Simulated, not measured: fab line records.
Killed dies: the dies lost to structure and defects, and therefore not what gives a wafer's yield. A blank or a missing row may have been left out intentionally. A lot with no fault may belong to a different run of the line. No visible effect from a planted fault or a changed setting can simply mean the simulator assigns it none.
fab line records | flow n5-finfet
record: lots: 8 | wafers: 23 | last-day: 17
route steps=1938 shown FIN_SAQP@90 FIN_CUT@165 BEOL_M4@1111 PASSIVATION@1936
lots that met no fault: taken from a fault-free run of the same line
start-h: hours from the record's opening day to when the first of the lot's shown wafers began | wait-h: hours elapsed since this lot's preceding step | " as in the row above | L1.1+2: a row that stands for several wafers | - no value, or no start was given | * or withheld: withheld | < > ~ a bound
route shown NAME@n: names a module that has steps shown in the file, with the first one's number in the route | usual: mean/standard deviation of fault-free wafers | same: alike in all rows | chamber/n: place in a boat | sites: per-site readings | _std_site: standard deviation across them | _edge_site: the outer-site mean with the inner-site mean subtracted | radius-mm: how far each site lies from the wafer's centre | mask NAME#n: copy n | behind: the last tool/chamber to shape the wafer | hold: why the lot was held/for how many hours/how that ended | device: transistor that didn't switch, given as n, p or np | end of line: the tests these same wafers got at the end of their route | for a step that has no rows: nothing shown but its recipe | killed: dies lost to structure and defects at the first sort, not the wafer's yield | map: dies across one wafer; x = killed, . = not, _ = none there
set.NAME: the setting that was run; set.NAME@STEP: the one run at that earlier step | model.NAME: the simulator's own value behind a step, which no gauge read
steps of the route over a sample of lots; a table a step, a row a wafer
services: when a tool's chamber went out of use (start-h, in hours from the record's first day, below 0 if earlier), for how many hours, and the reason
== steps ==
step: N5_FIN_SAQP_PRECLEAN_42
recipe: chemistry: O3/DIW | time-s: 60 | temp-c: 22 | o3-ppm: 10
lot.wafer  | tool         | chamber | start-h | wait-h
L489.1+4+5 | wet-bench-06 | 4,2,5   | 21.30   | 0.0
L494.1+2+5 | wet-bench-06 | 0,7,2   | 50.95   | 0.0
L495.2+3+5 | wet-bench-06 | 7,1,2   | 57.06   | 0.0
L501.2+4+5 | wet-bench-03 | 1,6,2   | 92.97   | 0.0
L504.3+4+5 | wet-bench-04 | 0,6,7   | 110.13  | 0.0
L506.2+4+5 | wet-bench-03 | 6,2,5   | 124.48  | 0.0
L508.2+6   | wet-bench-03 | 0,1     | 136.80  | 0.0
L509.2+3+6 | wet-bench-06 | 6,4,1   | 140.60  | 0.0
step: N5_FIN_SAQP_ALD_61
recipe: material: SiO2 | target-thk-a: 40 | temp-c: 300 | ald-precursor-family: BDEAS | ald-co-reactant: O2-plasma | pulse-time-s: 1 | purge-time-s: 2 | co-reactant-purge-time-s: 2 | ald-cycles: 43 | pressure-torr: 2
usual: heater-power-outer-w: 265/30 | heater-power-w: 475/38 | precursor-pulse-height-rel: 1.001/0.02
same: ald-cycles: 43
lot.wafer | tool       | chamber | start-h | wait-h | heater-power-outer-w | heater-power-w | precursor-pulse-height-rel
L489.1    | ald-sin-03 | 3       | 22.11   | 0.7    | 265                  | 454            | 0.969
L489.4    | "          | 2       | "       | "      | 286                  | 537            | 1.020
L489.5    | "          | 3       | "       | "      | 264                  | 460            | 0.995
L494.1    | ald-sin-03 | 1       | 51.05   | 0.0    | 245                  | 453            | 0.989
L494.2    | "          | 0       | "       | "      | 208                  | 404            | 1.008
L494.5    | "          | 1       | "       | "      | 251                  | 453            | 1.003
L495.2    | ald-sin-03 | 3       | 57.16   | 0.0    | 265                  | 472            | 0.983
L495.3    | "          | 1       | "       | "      | 246                  | 444            | 1.001
L495.5    | "          | 1       | "       | "      | 247                  | 447            | 1.034
L501.2    | ald-sin-01 | 0       | 93.07   | 0.0    | 311                  | 508            | 0.984
L501.4    | "          | 2       | "       | "      | 256                  | 483            | 0.998
L501.5    | "          | 1       | "       | "      | 258                  | 493            | 1.018
L504.3    | ald-sin-02 | 2       | 110.23  | 0.0    | 250                  | 440            | 1.023
L504.4    | "          | 0       | "       | "      | 232                  | 442            | 1.010
L504.5    | "          | 0       | "       | "      | 236                  | 435            | 1.039
L506.2    | ald-sin-03 | 2       | 124.57  | 0.0    | 294                  | 542            | 0.995
L506.4    | "          | 0       | "       | "      | 208                  | 409            | 1.026
L506.5    | "          | 1       | "       | "      | 258                  | 457            | 0.959
L508.2    | ald-sin-02 | 1       | 137.11  | 0.2    | 247                  | 441            | 1.002
L508.6    | "          | 1       | "       | "      | 251                  | 438            | 1.008
L509.2    | ald-sin-02 | 2       | 140.70  | 0.0    | 255                  | 432            | 0.971
L509.3    | "          | 1       | "       | "      | 243                  | 434            | 0.945
L509.6    | "          | 1       | "       | "      | 247                  | 431            | 1.000
step: N5_FIN_SAQP_INSPECT_18
recipe: mode: adi | inspect-instrument: brightfield
usual: raw-defect-count: 431/120
lot.wafer | tool              | chamber | start-h | wait-h | raw-defect-count
L489.1    | defect-inspect-02 | -       | 23.47   | 0.0    | 387
L489.4    | "                 | -       | "       | "      | 452
L489.5    | "                 | -       | "       | "      | 365
L494.1    | defect-inspect-02 | -       | 52.37   | 0.0    | 1181
L494.2    | "                 | -       | "       | "      | 1044
L494.5    | "                 | -       | "       | "      | 1086
L495.2    | defect-inspect-02 | -       | 58.33   | 0.0    | 852
L495.3    | "                 | -       | "       | "      | 999
L495.5    | "                 | -       | "       | "      | 940
L501.2    | defect-inspect-02 | -       | 94.42   | 0.0    | 399
L501.4    | "                 | -       | "       | "      | 322
L501.5    | "                 | -       | "       | "      | 300
L504.3    | defect-inspect-02 | -       | 111.58  | 0.0    | 519
L504.4    | "                 | -       | "       | "      | 442
L504.5    | "                 | -       | "       | "      | 551
L506.2    | defect-inspect-01 | -       | 125.85  | 0.0    | 831
L506.4    | "                 | -       | "       | "      | 546
L506.5    | "                 | -       | "       | "      | 311
L508.2    | defect-inspect-02 | -       | 138.25  | 0.0    | 589
L508.6    | "                 | -       | "       | "      | 524
L509.2    | defect-inspect-01 | -       | 141.83  | 0.0    | 496
L509.3    | "                 | -       | "       | "      | 402
L509.6    | "                 | -       | "       | "      | 369
step: N5_FIN_SAQP_ETCH_51
recipe: chemistry: CF4 | target: SiARC | target-depth-a: 455 | mask-material: CAR-ArF | time-s: 75.8 | ion-energy-ev: 80 | pressure-mtorr: 40 | source-w: 545 | bias-w: 36 | Ar_flow_sccm: 100 | cf4-flow-sccm: 100 | ends: cleared
usual: drypump-motor-current-A: 5.6/0.56 | etch-rf-on-time-s: 76.1/1.7 | oes-product-au: 0.66/0.082 | rf-vpp-V: 184.0/1.2 | showerhead-plenum-p-Torr: 2.14/0.068 | throttle-valve-pct: 15.61/0.24
lot.wafer | tool        | chamber | start-h | wait-h | drypump-motor-current-A | etch-rf-on-time-s | oes-product-au | rf-hours-counter-h | rf-vpp-V | showerhead-plenum-p-Torr | throttle-valve-pct
L489.1    | rie-diel-06 | 3       | 24.01   | 0.0    | 5.7                     | 75.8              | 0.62           | 191                | 185.1    | 2.12                     | 15.50
L489.4    | "           | 1       | "       | "      | 5.6                     | 77.3              | 0.62           | 177                | 184.5    | 2.21                     | 15.87
L489.5    | "           | 1       | "       | "      | 5.5                     | 77.4              | 0.62           | -                  | 186.8    | 2.21                     | 15.88
L494.1    | rie-diel-05 | 3       | 52.44   | 0.0    | 5.7                     | 78.0              | 0.59           | 222                | 184.2    | 2.10                     | 15.89
L494.2    | "           | 1       | "       | "      | 5.4                     | 75.7              | 0.62           | 191                | 183.8    | 2.14                     | 15.60
L494.5    | "           | 3       | "       | "      | 5.7                     | 77.5              | 0.59           | -                  | 183.7    | 2.10                     | 15.89
L495.2    | rie-diel-06 | 3       | 58.63   | 0.0    | 5.7                     | 75.2              | 0.62           | 206                | 183.8    | 2.12                     | 15.55
L495.3    | "           | 0       | "       | "      | 4.8                     | 74.8              | 0.80           | 11                 | 182.6    | 2.10                     | 15.31
L495.5    | "           | 0       | "       | "      | 4.8                     | 74.7              | 0.81           | -                  | 182.0    | 2.10                     | 15.30
L501.2    | rie-diel-02 | 2       | 94.49   | 0.0    | 4.7                     | 78.3              | 0.69           | 87                 | 185.4    | 2.24                     | 15.24
L501.4    | "           | 3       | "       | "      | 6.5                     | 75.5              | 0.62           | 174                | 184.6    | 2.14                     | 15.78
L501.5    | "           | 3       | "       | "      | 6.5                     | 75.2              | 0.62           | -                  | 183.1    | 2.14                     | 15.76
L504.3    | rie-diel-02 | 2       | 111.64  | 0.0    | 4.7                     | 78.0              | 0.69           | 94                 | 185.4    | 2.24                     | 15.24
L504.4    | "           | 2       | "       | "      | 4.7                     | 78.1              | 0.69           | -                  | 185.3    | 2.24                     | 15.26
L504.5    | "           | 0       | "       | "      | 5.5                     | 72.8              | 0.71           | -                  | 184.2    | 2.15                     | 15.43
L506.2    | rie-diel-02 | 3       | 126.31  | 0.0    | 6.4                     | 75.6              | 0.62           | 188                | 184.2    | 2.13                     | 15.81
L506.4    | "           | 2       | "       | "      | 4.7                     | 77.3              | 0.69           | 101                | 185.8    | 2.23                     | 15.26
L506.5    | "           | 1       | "       | "      | 5.3                     | 75.6              | 0.65           | -                  | 184.8    | 2.17                     | 15.65
L508.2    | rie-diel-06 | 1       | 138.44  | 0.0    | 5.5                     | 76.9              | 0.60           | 223                | 183.6    | 2.19                     | 15.97
L508.6    | "           | 0       | "       | "      | 4.8                     | 74.9              | 0.77           | -                  | 183.8    | 2.09                     | 15.37
L509.2    | rie-diel-06 | 0       | 141.90  | 0.0    | 4.9                     | 74.0              | 0.76           | 36                 | 184.5    | 2.09                     | 15.35
L509.3    | "           | 2       | "       | "      | 6.4                     | 72.2              | 0.82           | 11                 | 186.9    | 2.28                     | 15.34
L509.6    | "           | 2       | "       | "      | 6.4                     | 72.1              | 0.82           | -                  | 186.0    | 2.28                     | 15.36
step: N5_FIN_SAQP_RECESS_75
recipe: chemistry: HF/NH3 | target: SiO2 | target-depth-a: 144 | afs-cycles: 3 | temp-c: 30 | sublimation-temp-c: 180 | sublimation-time-s: 60
usual: drypump-motor-current-A: 5.8/0.74 | sublimation-temp-c: 179.99/0.16
lot.wafer | tool          | chamber | start-h | wait-h | drypump-motor-current-A | sublimation-temp-c
L489.1    | vapor-etch-01 | 0       | 24.70   | 0.0    | 6.3                     | 180.18
L489.4    | "             | 0       | "       | "      | 6.3                     | 180.08
L489.5    | "             | 1       | "       | "      | 4.9                     | 180.25
L494.1    | vapor-etch-02 | 1       | 53.11   | 0.0    | 6.7                     | 180.08
L494.2    | "             | 0       | "       | "      | 5.3                     | 179.73
L494.5    | "             | 1       | "       | "      | 6.7                     | 180.18
L495.2    | vapor-etch-02 | 0       | 59.30   | 0.0    | 5.3                     | 180.14
L495.3    | "             | 1       | "       | "      | 6.8                     | 180.13
L495.5    | "             | 1       | "       | "      | 6.7                     | 180.07
L501.2    | vapor-etch-01 | 1       | 95.18   | 0.0    | 4.9                     | 179.92
L501.4    | "             | 1       | "       | "      | 4.9                     | 180.06
L501.5    | "             | 0       | "       | "      | 6.3                     | 180.17
L504.3    | vapor-etch-02 | 0       | 112.43  | 0.1    | 5.3                     | 179.96
L504.4    | "             | 1       | "       | "      | 6.8                     | 180.10
L504.5    | "             | 1       | "       | "      | 6.8                     | 179.90
L506.2    | vapor-etch-01 | 0       | 127.01  | 0.0    | 6.3                     | 179.73
L506.4    | "             | 0       | "       | "      | 6.3                     | 180.11
L506.5    | "             | 1       | "       | "      | 4.9                     | 179.99
L508.2    | vapor-etch-02 | 0       | 139.22  | 0.0    | 5.3                     | 180.00
L508.6    | "             | 0       | "       | "      | 5.3                     | 180.08
L509.2    | vapor-etch-02 | 1       | 142.57  | 0.0    | 6.8                     | 179.79
L509.3    | "             | 0       | "       | "      | 5.3                     | 180.09
L509.6    | "             | 1       | "       | "      | 6.8                     | 179.90
step: N5_FIN_SAQP_INSPECT_40
recipe: inspect-instrument: brightfield | mode: aei
usual: raw-defect-count: 235/62
lot.wafer | tool              | chamber | start-h | wait-h | raw-defect-count
L489.1    | defect-inspect-02 | -       | 28.69   | 0.0    | 192
L489.4    | "                 | -       | "       | "      | 177
L489.5    | "                 | -       | "       | "      | 186
L494.1    | defect-inspect-02 | -       | 57.67   | 0.0    | 904
L494.2    | "                 | -       | "       | "      | 769
L494.5    | "                 | -       | "       | "      | 805
L495.2    | defect-inspect-02 | -       | 63.47   | 0.0    | 809
L495.3    | "                 | -       | "       | "      | 956
L495.5    | "                 | -       | "       | "      | 809
L501.2    | defect-inspect-02 | -       | 99.54   | 0.2    | 252
L501.4    | "                 | -       | "       | "      | 208
L501.5    | "                 | -       | "       | "      | 213
L504.3    | defect-inspect-02 | -       | 115.84  | 0.0    | 150
L504.4    | "                 | -       | "       | "      | 213
L504.5    | "                 | -       | "       | "      | 286
L506.2    | defect-inspect-02 | -       | 130.94  | 0.0    | 328
L506.4    | "                 | -       | "       | "      | 232
L506.5    | "                 | -       | "       | "      | 183
L508.2    | defect-inspect-01 | -       | 142.75  | 0.0    | 178
L508.6    | "                 | -       | "       | "      | 222
L509.2    | defect-inspect-02 | -       | 146.22  | 0.0    | 379
L509.3    | "                 | -       | "       | "      | 182
L509.6    | "                 | -       | "       | "      | 165
step: N5_FIN_CUT_INSPECT_10
recipe: mode: adi | inspect-instrument: brightfield
usual: raw-defect-count: 44/12
lot.wafer | tool              | chamber | start-h | wait-h | raw-defect-count
L489.1    | defect-inspect-02 | -       | 29.08   | 0.1    | 38
L489.4    | "                 | -       | "       | "      | 35
L489.5    | "                 | -       | "       | "      | 37
L494.1    | defect-inspect-02 | -       | 58.06   | 0.1    | 677
L494.2    | "                 | -       | "       | "      | 626
L494.5    | "                 | -       | "       | "      | 636
L495.2    | defect-inspect-02 | -       | 63.86   | 0.0    | 638
L495.3    | "                 | -       | "       | "      | 674
L495.5    | "                 | -       | "       | "      | 621
L501.2    | defect-inspect-02 | -       | 99.93   | 0.0    | 44
L501.4    | "                 | -       | "       | "      | 45
L501.5    | "                 | -       | "       | "      | 39
L504.3    | defect-inspect-02 | -       | 116.23  | 0.0    | 42
L504.4    | "                 | -       | "       | "      | 42
L504.5    | "                 | -       | "       | "      | 57
L506.2    | defect-inspect-02 | -       | 131.53  | 0.0    | 70
L506.4    | "                 | -       | "       | "      | 45
L506.5    | "                 | -       | "       | "      | 38
L508.2    | defect-inspect-01 | -       | 143.28  | 0.0    | 33
L508.6    | "                 | -       | "       | "      | 53
L509.2    | defect-inspect-02 | -       | 146.62  | 0.0    | 66
L509.3    | "                 | -       | "       | "      | 27
L509.6    | "                 | -       | "       | "      | 32
step: N5_FIN_CUT_INSPECT_17
recipe: inspect-instrument: brightfield | mode: aei
usual: raw-defect-count: 237/63
lot.wafer | tool              | chamber | start-h | wait-h | raw-defect-count
L489.1    | defect-inspect-02 | -       | 30.37   | 0.0    | 194
L489.4    | "                 | -       | "       | "      | 188
L489.5    | "                 | -       | "       | "      | 177
L494.1    | defect-inspect-02 | -       | 60.56   | 0.0    | 944
L494.2    | "                 | -       | "       | "      | 770
L494.5    | "                 | -       | "       | "      | 796
L495.2    | defect-inspect-02 | -       | 64.81   | 0.0    | 824
L495.3    | "                 | -       | "       | "      | 961
L495.5    | "                 | -       | "       | "      | 811
L501.2    | defect-inspect-02 | -       | 100.88  | 0.0    | 254
L501.4    | "                 | -       | "       | "      | 197
L501.5    | "                 | -       | "       | "      | 223
L504.3    | defect-inspect-02 | -       | 117.18  | 0.0    | 146
L504.4    | "                 | -       | "       | "      | 223
L504.5    | "                 | -       | "       | "      | 318
L506.2    | defect-inspect-01 | -       | 132.54  | 0.0    | 306
L506.4    | "                 | -       | "       | "      | 234
L506.5    | "                 | -       | "       | "      | 165
L508.2    | defect-inspect-02 | -       | 144.42  | 0.0    | 188
L508.6    | "                 | -       | "       | "      | 256
L509.2    | defect-inspect-02 | -       | 147.60  | 0.0    | 387
L509.3    | "                 | -       | "       | "      | 193
L509.6    | "                 | -       | "       | "      | 164
step: N5_BEOL_M4_RC_MEAS_101
usual: DIBL_N: 37.1/2.4 | DIBL_P: 37/3 | IOFF_N: 0.18/0.053 | IOFF_P: 0.21/0.05 | ION_N: 674/14 | ION_P: 459/9.2 | SS_N: 72.1/0.9 | SS_P: 73.4/0.89 | VT_N: 250/3.8 | VT_P: -251/3.7
lot.wafer | tool      | chamber | start-h | wait-h | DIBL_N[mV/V] | DIBL_P[mV/V] | IOFF_N[nA/um] | IOFF_P[nA/um] | ION_N[uA/um] | ION_P[uA/um] | SS_N[mV/dec] | SS_P[mV/dec] | VT_N[mV] | VT_P[mV]
L489.1    | prober-02 | 0       | 179.75  | 0.0    | 39.7         | 42           | 0.23          | 0.30          | 684          | 470          | 72.4         | 74.6         | 245      | -248
L489.4    | "         | 0       | "       | "      | 38.3         | 39           | 0.19          | 0.22          | 667          | 455          | 71.9         | 73.9         | 249      | -253
L489.5    | "         | 0       | "       | "      | 39.1         | 41           | 0.21          | 0.27          | 673          | 467          | 72.2         | 74.2         | 245      | -248
L494.1    | prober-02 | 0       | 205.69  | 0.0    | 40.3         | 37           | 0.26          | 0.19          | 659          | 447          | 74.5         | 73.1         | 250      | -253
L494.2    | "         | 0       | "       | "      | 35.2         | 35           | 0.13          | 0.16          | 654          | 445          | 70.6         | 73.0         | 253      | -254
L494.5    | "         | 0       | "       | "      | 36.3         | 36           | 0.14          | 0.17          | 655          | 441          | 71.5         | 72.5         | 252      | -254
L495.2    | prober-01 | 0       | 210.38  | 0.2    | 37.7         | 40           | 0.19          | 0.22          | 671          | 459          | 72.5         | 74.4         | 250      | -251
L495.3    | "         | 0       | "       | "      | 34.9         | 36           | 0.13          | 0.18          | 657          | 450          | 71.4         | 73.3         | 253      | -253
L495.5    | "         | 0       | "       | "      | 36.0         | 36           | 0.16          | 0.18          | 679          | 457          | 72.1         | 72.9         | 250      | -254
L501.2    | prober-02 | 0       | 254.30  | 0.2    | 36.4         | 37           | 0.18          | 0.20          | 671          | 456          | 72.2         | 73.0         | 249      | -252
L501.4    | "         | 0       | "       | "      | 37.8         | 38           | 0.19          | 0.22          | 674          | 453          | 72.7         | 74.0         | 250      | -253
L501.5    | "         | 0       | "       | "      | 36.6         | 38           | 0.19          | 0.22          | 692          | 471          | 71.8         | 72.8         | 246      | -251
L504.3    | prober-01 | 0       | 277.27  | 0.3    | 44.3         | 45           | 0.39          | 0.41          | 708          | 473          | 74.5         | 75.2         | 243      | -240
L504.4    | "         | 0       | "       | "      | 36.7         | 35           | 0.17          | 0.20          | 664          | 453          | 71.5         | 73.1         | 250      | -250
L504.5    | "         | 0       | "       | "      | 38.2         | 38           | 0.19          | 0.24          | 671          | 458          | 71.8         | 73.4         | 249      | -250
L506.2    | prober-02 | 0       | 282.61  | 0.2    | 32.8         | 32           | 0.11          | 0.16          | 661          | 456          | 70.1         | 71.6         | 256      | -254
L506.4    | "         | 0       | "       | "      | 36.2         | 36           | 0.17          | 0.23          | 673          | 466          | 71.6         | 73.3         | 248      | -248
L506.5    | "         | 0       | "       | "      | 34.8         | 32           | 0.13          | 0.18          | 665          | 460          | 71.4         | 72.0         | 254      | -251
L508.2    | prober-02 | 0       | 285.46  | 0.2    | 42.6         | 45           | 0.30          | 0.31          | 698          | 471          | 73.4         | 75.3         | 245      | -246
L508.6    | "         | 0       | "       | "      | 43.0         | 45           | 0.30          | 0.32          | 693          | 462          | 73.8         | 75.1         | 244      | -247
L509.2    | prober-02 | 0       | 288.24  | 0.2    | 41.6         | 41           | 0.28          | 0.27          | 683          | 463          | 73.6         | 75.0         | 243      | -248
L509.3    | "         | 0       | "       | "      | 35.2         | 35           | 0.14          | 0.17          | 651          | 446          | 71.9         | 72.9         | 255      | -255
L509.6    | "         | 0       | "       | "      | 39.3         | 38           | 0.24          | 0.23          | 682          | 461          | 73.2         | 74.9         | 247      | -251
step: N5_PASSIVATION_PROBE_49
usual: defect-limited-yield: 91.6/1.4 | killed_at_M0_to_M3: 32/9.5 | killed_at_M4_up: 13/6 | killed-at-contacts: 12/5.6 | killed-at-front-end: 39/11 | killed-at-other: 2.8/2.3 | killed-dies: 99/16 | killed-on-rim: 12/3.4 | killed-open: 65/12 | killed-short: 32/7.6 | sort_bin_4_leakage: 0.1/0.88 | sort_bin_5_function: 4.8/0.88 | sort_bin_6_memory: 3.2/0.65 | sort-n-pass: 1077/29 | sort-yield-pct: 91.2/2.5
same: gross-dies: 1180 | killed-at-back-side: 0 | sort_bin_8_speed[%]: 0
lot.wafer | tool      | chamber | start-h | wait-h | defect-limited-yield[%] | killed_at_M0_to_M3 | killed_at_M4_up | killed-at-contacts | killed-at-front-end | killed-at-other | killed-dies | killed-on-rim | killed-open | killed-short | sort_bin_4_leakage[%] | sort_bin_5_function[%] | sort_bin_6_memory[%] | sort-n-pass | sort-yield-pct[%]
L494.1    | prober-01 | -       | 318.29  | 0.0    | 84.7                    | 10                 | 6               | 11                 | 152                 | 2               | 181         | 9             | 33          | 18           | 0.2                   | 10.0                   | 2.6                  | 997         | 84.5
L494.2    | prober-01 | -       | 318.34  | 0.1    | 84.0                    | 10                 | 7               | 14                 | 153                 | 5               | 189         | 13            | 49          | 16           | 0                     | 10.6                   | 2.6                  | 991         | 84.0
L494.5    | prober-01 | -       | 318.49  | 0.2    | 84.1                    | 16                 | 10              | 16                 | 144                 | 2               | 188         | 26            | 50          | 29           | 0                     | 9.9                    | 3.4                  | 992         | 84.1
L495.2    | prober-02 | -       | 322.64  | 0.1    | 80.8                    | 49                 | 10              | 10                 | 157                 | 0               | 226         | 17            | 57          | 40           | 0                     | 11.8                   | 4.3                  | 954         | 80.8
L495.3    | prober-02 | -       | 322.69  | 0.1    | 86.5                    | 34                 | 11              | 7                  | 107                 | 0               | 159         | 33            | 70          | 30           | 0                     | 8.0                    | 4.2                  | 1021        | 86.5
L495.5    | prober-02 | -       | 322.79  | 0.2    | 84.1                    | 29                 | 8               | 8                  | 140                 | 3               | 188         | 26            | 59          | 24           | 0                     | 9.9                    | 3.9                  | 992         | 84.1
L504.3    | prober-02 | -       | 398.63  | 0.1    | 93.2                    | 36                 | 12              | 5                  | 27                  | 0               | 80          | 12            | 51          | 29           | 10.3                  | 4.2                    | 2.2                  | 978         | 82.9
L504.4    | prober-02 | -       | 398.68  | 0.2    | 90.1                    | 57                 | 5               | 19                 | 36                  | 0               | 117         | 18            | 68          | 42           | 0                     | 5.3                    | 3.8                  | 1063        | 90.1
L504.5    | prober-02 | -       | 398.73  | 0.2    | 91.2                    | 31                 | 16              | 19                 | 37                  | 1               | 104         | 11            | 66          | 29           | 0                     | 4.7                    | 3.3                  | 1076        | 91.2
killed by level:class
L494.1 FIN_SAQP:unspecified=126 MOL_CONTACT_COAG:geometric-particle:open=8 FIN_SAQP:geometric-particle:open=5 FIN_SAQP:geometric-particle:short=4 STARTING-WAFER:geometric-particle:open=3 MOL_CONTACT_COAG:geometric-particle:short=3 BEOL_M1:geometric-particle:open=3 BEOL_M4:geometric-particle:open=3
L494.2 FIN_SAQP:unspecified=124 MOL_CONTACT_COAG:geometric-particle:open=13 STI_FIN_REVEAL:geometric-particle:open=12 BEOL_M3:geometric-particle:open=6 DUMMY_GATE:geometric-particle:open=4 FIN_SAQP:geometric-particle:short=3 GATE_CUT:geometric-particle:short=3 BEOL_M4:geometric-particle:open=3
L494.5 FIN_SAQP:unspecified=108 FIN_SAQP:geometric-particle:open=13 FIN_SAQP:geometric-particle:short=10 MOL_CONTACT_COAG:geometric-particle:open=9 MOL_CONTACT_COAG:geometric-particle:short=7 BEOL_M1:geometric-particle:open=5 STI_FIN_REVEAL:geometric-particle:short=3 STI_FIN_REVEAL:geometric-particle:open=3
L495.2 FIN_SAQP:unspecified=129 BEOL_M2:geometric-particle:open=11 BEOL_M1:geometric-particle:open=11 BEOL_M0_SAQP:geometric-particle:short=8 MOL_CONTACT_COAG:geometric-particle:open=8 BEOL_M3:geometric-particle:short=7 FIN_SAQP:geometric-particle:short=6 ILD0:geometric-particle:short=6
L495.3 FIN_SAQP:unspecified=57 STI_FIN_REVEAL:geometric-particle:open=14 FIN_SAQP:geometric-particle:open=10 FIN_SAQP:geometric-particle:short=9 BEOL_M3:geometric-particle:open=8 BEOL_M0_SAQP:geometric-particle:short=7 BEOL_M2:geometric-particle:open=6 BEOL_M1:geometric-particle:open=5
L495.5 FIN_SAQP:unspecified=105 STI_FIN_REVEAL:geometric-particle:open=9 BEOL_M3:geometric-particle:open=9 MOL_CONTACT_COAG:geometric-particle:open=7 FIN_SAQP:geometric-particle:open=5 BEOL_M2:geometric-particle:open=5 BEOL_M0_SAQP:geometric-particle:open=4 FIN_SAQP:geometric-particle:short=3
L504.3 BEOL_M0_SAQP:geometric-particle:open=12 FIN_SAQP:geometric-particle:short=8 BEOL_M0_SAQP:geometric-particle:short=7 MOL_CONTACT_COAG:geometric-particle:open=5 BEOL_M2:geometric-particle:open=5 BEOL_M8:geometric-particle:open=5 DUMMY_GATE:geometric-particle:open=3 GATE_CUT:geometric-particle:open=3
L504.4 BEOL_M1:geometric-particle:open=15 MOL_CONTACT_COAG:geometric-particle:open=14 BEOL_M0_SAQP:geometric-particle:short=11 BEOL_M2:geometric-particle:open=9 FIN_SAQP:geometric-particle:short=8 BEOL_M0_SAQP:geometric-particle:open=8 STI_FIN_REVEAL:geometric-particle:open=7 HKMG_FIN:area-etch=7
L504.5 MOL_CONTACT_COAG:geometric-particle:open=14 BEOL_M0_SAQP:geometric-particle:open=9 HKMG_FIN:area-etch=8 STI_FIN_REVEAL:geometric-particle:open=7 BEOL_M0_SAQP:geometric-particle:short=7 FIN_SAQP:geometric-particle:short=6 BEOL_M3:geometric-particle:open=6 MOL_CONTACT_COAG:geometric-particle:short=5
== services ==
tool        | chamber | start-h | hours | kind
ald-sin-01  | -       | 9.71    | 6.2   | repair
rie-diel-05 | 0       | 14.74   | 16.7  | repair
ald-sin-02  | -       | 20.76   | 6.1   | pm
rie-diel-06 | -       | 40.82   | 0.8   | repair
rie-diel-05 | -       | 47.18   | 1.8   | repair
ald-sin-01  | -       | 67.11   | 6.0   | pm
ald-sin-03  | 2       | 71.24   | 4.0   | repair
rie-diel-05 | 2       | 83.03   | -     | clean
ald-sin-02  | -       | 85.25   | 14.0  | pm
ald-sin-02  | 0       | 85.25   | 14.0  | vent-cycle
ald-sin-02  | 1       | 85.25   | 14.0  | vent-cycle
ald-sin-02  | 2       | 85.25   | 14.0  | vent-cycle
ald-sin-02  | 3       | 85.25   | 14.0  | vent-cycle
rie-diel-06 | 2       | 92.18   | -     | clean
rie-diel-06 | 2       | 92.18   | -     | consumable-replace:focus-ring
rie-diel-06 | 2       | 92.18   | -     | consumable-replace:showerhead
rie-diel-06 | 2       | 92.18   | 13.1  | scheduled-down
rie-diel-06 | 2       | 92.18   | 13.1  | vent-cycle
rie-diel-06 | 0       | 93.20   | 17.5  | repair
ald-sin-02  | 0       | 99.25   | -     | clean
ald-sin-02  | 1       | 99.25   | -     | clean
ald-sin-02  | 2       | 99.25   | -     | clean
ald-sin-02  | 3       | 99.25   | -     | clean
rie-diel-05 | 2       | 111.68  | 4.3   | repair
== key ==
first-sign: step: N5_FIN_SAQP_INSPECT_18 | reading: raw-defect-count | direction: up | sigmas: 5.1 | usual: 431 | struck: 1017
effect: step: N5_FIN_SAQP_INSPECT_40 | reading: raw-defect-count | direction: up | sigmas: 9.7 | usual: 235 | struck: 842
effect: step: N5_FIN_CUT_INSPECT_10 | reading: raw-defect-count | direction: up | sigmas: 51 | usual: 44 | struck: 645
effect: step: N5_FIN_CUT_INSPECT_17 | reading: raw-defect-count | direction: up | sigmas: 9.7 | usual: 237 | struck: 851
effect: step: N5_PASSIVATION_PROBE_49 | reading: killed-at-front-end | direction: up | sigmas: 9.6 | usual: 39 | struck: 142
more-kills-born-at: N5_FIN_SAQP_PRECLEAN_42@wet-bench-06: 649
met-at N5_FIN_SAQP_PRECLEAN_42
struck-lots L494,L495
not-acting-at N5_FIN_SAQP_ALD_61,N5_FIN_SAQP_ETCH_51,N5_FIN_SAQP_RECESS_75
onset-between 21.30 50.95
fault: kind: chamber-particle-source | tool: wet-bench-06 | chamber: - | onset-h: 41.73 | steps: N5_FIN_SAQP_PRECLEAN_42 | rate-per-visit-cm2: 0.93135 | end-h: 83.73
